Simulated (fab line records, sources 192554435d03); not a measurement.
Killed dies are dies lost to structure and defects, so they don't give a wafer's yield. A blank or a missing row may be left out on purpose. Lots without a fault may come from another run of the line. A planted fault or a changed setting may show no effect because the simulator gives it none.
Which tool did it? | flow n5_finfet | 12 lots, 36 wafers sampled, at 6 steps of a route of 1938

WHAT THE GAUGES READ, wafer by wafer
N5_BEOL_M4_RS_MEAS_58: measures by four-point-probe.
lot  | measured     | on            | M4_RS (ohm/sq)
L074 | day 8 09:57  | film_metro-01 | 0.75 0.73 0.75
L077 | day 8 13:11  | film_metro-02 | 0.70 0.68 0.75
L078 | day 9 03:13  | film_metro-02 | 0.73 0.75 0.72
L082 | day 9 18:09  | film_metro-02 | 0.68 0.67 0.65
L083 | day 9 22:41  | film_metro-02 | 0.72 0.66 0.69
L085 | day 10 17:20 | film_metro-01 | 0.69 0.68 0.65
L087 | day 11 21:10 | film_metro-02 | 0.72 0.72 0.74
L089 | day 12 01:41 | film_metro-01 | 0.68 0.74 0.67
L090 | day 12 04:21 | film_metro-01 | 0.68 0.62 0.71
L093 | day 12 22:42 | film_metro-01 | 0.69 0.70 0.71
L095 | day 13 07:08 | film_metro-01 | 0.68 0.64 0.65
L097 | day 13 20:30 | film_metro-01 | 0.65 0.71 0.70

WHICH TOOL RAN EACH LOT (tool, then ch and the chambers of the sampled wafers, then the start)
lot  | N5_BEOL_M4_ETCH_69                 | N5_BEOL_M4_DEGAS_44          | N5_BEOL_M4_PRE_CLEAN_45      | N5_BEOL_M4_ANNEAL_89         | N5_BEOL_M4_DEP_57
L074 | rie_diel-06 ch 0,1, day 7 13:58    | pvd_sputter-01, day 8 06:28  | pvd_sputter-01, day 8 06:30  | pvd_sputter-01, day 8 08:06  | pecvd-04 ch 0,2, day 8 09:53
L077 | rie_diel-05 ch 0,1,3, day 7 22:47  | pvd_sputter-02, day 8 09:37  | pvd_sputter-02, day 8 09:39  | pvd_sputter-03, day 8 11:20  | pecvd-04 ch 0,1,2, day 8 13:07
L078 | rie_diel-06 ch 0,3, day 8 21:27    | pvd_sputter-02, day 8 23:28  | pvd_sputter-02, day 8 23:30  | pvd_sputter-02, day 9 01:22  | pecvd-04 ch 1,2, day 9 03:08
L082 | rie_diel-02 ch 0,1,3, day 9 10:41  | pvd_sputter-01, day 9 14:32  | pvd_sputter-01, day 9 14:34  | pvd_sputter-03, day 9 16:12  | pecvd-01 ch 1, day 9 18:04
L083 | rie_diel-02 ch 1,2,3, day 9 12:34  | pvd_sputter-02, day 9 15:00  | pvd_sputter-02, day 9 15:02  | pvd_sputter-01, day 9 17:38  | pecvd-04 ch 0,2, day 9 22:37
L085 | rie_diel-06 ch 0,2, day 10 12:47   | pvd_sputter-01, day 10 13:35 | pvd_sputter-01, day 10 13:37 | pvd_sputter-01, day 10 15:07 | pecvd-02 ch 0,1, day 10 17:16
L087 | rie_diel-06 ch 0,2, day 11 11:25   | pvd_sputter-01, day 11 15:53 | pvd_sputter-01, day 11 15:55 | pvd_sputter-01, day 11 18:53 | pecvd-01 ch 0,2, day 11 21:05
L089 | rie_diel-02 ch 0,2,3, day 11 20:20 | pvd_sputter-02, day 11 21:28 | pvd_sputter-02, day 11 21:30 | pvd_sputter-03, day 11 23:43 | pecvd-01 ch 0,1, day 12 01:37
L090 | rie_diel-05 ch 0,1,2, day 11 21:19 | pvd_sputter-03, day 12 00:50 | pvd_sputter-03, day 12 00:52 | pvd_sputter-02, day 12 02:29 | pecvd-02 ch 0,1,2, day 12 04:17
L093 | rie_diel-05 ch 0,2, day 12 12:11   | pvd_sputter-01, day 12 17:52 | pvd_sputter-01, day 12 17:54 | pvd_sputter-01, day 12 20:44 | pecvd-04 ch 1,2, day 12 22:32
L095 | rie_diel-02 ch 0,2,3, day 12 22:20 | pvd_sputter-01, day 13 03:37 | pvd_sputter-01, day 13 03:39 | pvd_sputter-02, day 13 05:17 | pecvd-04 ch 1,2, day 13 07:04
L097 | rie_diel-06 ch 0,2, day 13 13:04   | pvd_sputter-02, day 13 15:22 | pvd_sputter-02, day 13 15:25 | pvd_sputter-02, day 13 18:39 | pecvd-01 ch 1,2, day 13 20:26
- N5_BEOL_M4_ETCH_69: etches SiARC in CF4, target depth 15.6 nm, time 26 s.
- N5_BEOL_M4_DEGAS_44: time 60 s.
- N5_BEOL_M4_PRE_CLEAN_45: time 30 s.
- N5_BEOL_M4_ANNEAL_89: time 240 s.
- N5_BEOL_M4_DEP_57: deposits SiCN from 3MS/NH3, target thk 8 nm, time 14 s.

THE ANSWER, worked out from the rows above alone
Rule: what is usual is taken from the lots themselves. Put in order of their means at a reading, lots are off if they are a third of the lots or fewer, leave a main group of 4 or more, and stand apart from it by a gap of 3 or more times the standard deviation of the main group's means; of several such gaps the widest counts. A main group whose means are all the same, to the digits that the tables above print for the reading, isn't used. A lot without any number at a reading at which 4 lots or more have one is off too. The other lots that the step has rows for count as sound.
No lot is off at any reading shown: from this, nothing can be told.

WHAT THE SIMULATOR HAD PUT IN
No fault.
